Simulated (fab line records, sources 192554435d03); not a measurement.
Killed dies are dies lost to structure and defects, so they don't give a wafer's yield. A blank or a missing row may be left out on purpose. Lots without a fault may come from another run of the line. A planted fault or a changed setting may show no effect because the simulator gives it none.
Chamber matching | flow n5_finfet | N5_BEOL_M11_DESCUM_33 on rie_diel-04: 4 sister chambers
The step chemistry O2, time 7.9 s. 4 wafers are shown with their chamber, then 11 later ones without.

WAFERS WITH THEIR CHAMBER
wafer  | chamber | showerhead_plenum_p_Torr (Torr)
L088.1 | 2       | 2.21
L088.4 | 1       | 2.20
L088.5 | 3       | 2.24
L090.3 | 0       | 2.07

WAFERS WITHOUT THEIR CHAMBER
wafer  | showerhead_plenum_p_Torr (Torr)
L090.4 | 2.20
L090.5 | 2.21
L089.1 | 2.24
L089.2 | 2.20
L089.6 | 2.07
L094.1 | 2.21
L094.2 | 2.20
L094.4 | 2.20
L093.1 | 2.21
L093.2 | 2.23
L093.5 | 2.20

WHICH CHAMBER EACH WENT THROUGH
wafer  | from the rows above | in truth
L090.4 | 1                   | 1
L090.5 | 2                   | 2
L089.1 | 3                   | 3
L089.2 | 1                   | 1
L089.6 | 0                   | 0
L094.1 | 2                   | 2
L094.2 | 1                   | 1
L094.4 | 1                   | 1
L093.1 | 2                   | 2
L093.2 | 3                   | 3
L093.5 | 1                   | 1
Placed correctly: 11 of 11. Can't be placed from these rows: 0. Placed wrongly: 0.
How it was worked out, from the rows above alone: a wafer's distance from a chamber is the root of the sum, over the readings, of the square of ((its reading less the chamber's mean) divided by the reading's scatter). The wafer belongs to the nearest chamber; if the next one is less than 2 further off, it can't be placed. A chamber's mean is the mean of its shown wafers. The scatter: with one shown wafer a chamber, the root of the mean of the squares of how far each hidden wafer lies from its nearest shown one.
